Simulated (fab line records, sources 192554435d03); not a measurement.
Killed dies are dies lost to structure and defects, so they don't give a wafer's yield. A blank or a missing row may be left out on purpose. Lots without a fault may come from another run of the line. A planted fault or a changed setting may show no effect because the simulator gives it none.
Chamber matching | flow n5_finfet | N5_BEOL_M9_CURE_72 on uv_cure-02: 3 sister chambers
The step cures SiCOH lowk, time 120 s. 3 wafers are shown with their chamber, then 7 later ones without.

WAFERS WITH THEIR CHAMBER
wafer  | chamber | wafer_temp_C_max
L080.4 | 0       | 372.0
L084.6 | 2       | 372.2
L091.5 | 1       | 371.5

WAFERS WITHOUT THEIR CHAMBER
wafer  | wafer_temp_C_max
L091.6 | 371.5
L092.1 | 371.9
L092.3 | 372.8
L092.4 | 371.8
L095.1 | 371.9
L095.2 | 372.0
L095.4 | 372.0

WHICH CHAMBER EACH WENT THROUGH
wafer  | from the rows above          | in truth
L091.6 | 1                            | 1
L092.1 | can't be placed: 0 or 2 or 1 | 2
L092.3 | can't be placed: 2 or 0      | 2
L092.4 | can't be placed: 0 or 1 or 2 | 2
L095.1 | can't be placed: 0 or 2 or 1 | 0
L095.2 | can't be placed: 0 or 2      | 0
L095.4 | can't be placed: 0 or 2      | 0
Placed correctly: 1 of 7. Can't be placed from these rows: 6 (the true chamber is among the candidates in 6). Placed wrongly: 0.
How it was worked out, from the rows above alone: a wafer's distance from a chamber is the root of the sum, over the readings, of the square of ((its reading less the chamber's mean) divided by the reading's scatter). The wafer belongs to the nearest chamber; if the next one is less than 2 further off, it can't be placed. A chamber's mean is the mean of its shown wafers. The scatter: with one shown wafer a chamber, the root of the mean of the squares of how far each hidden wafer lies from its nearest shown one.
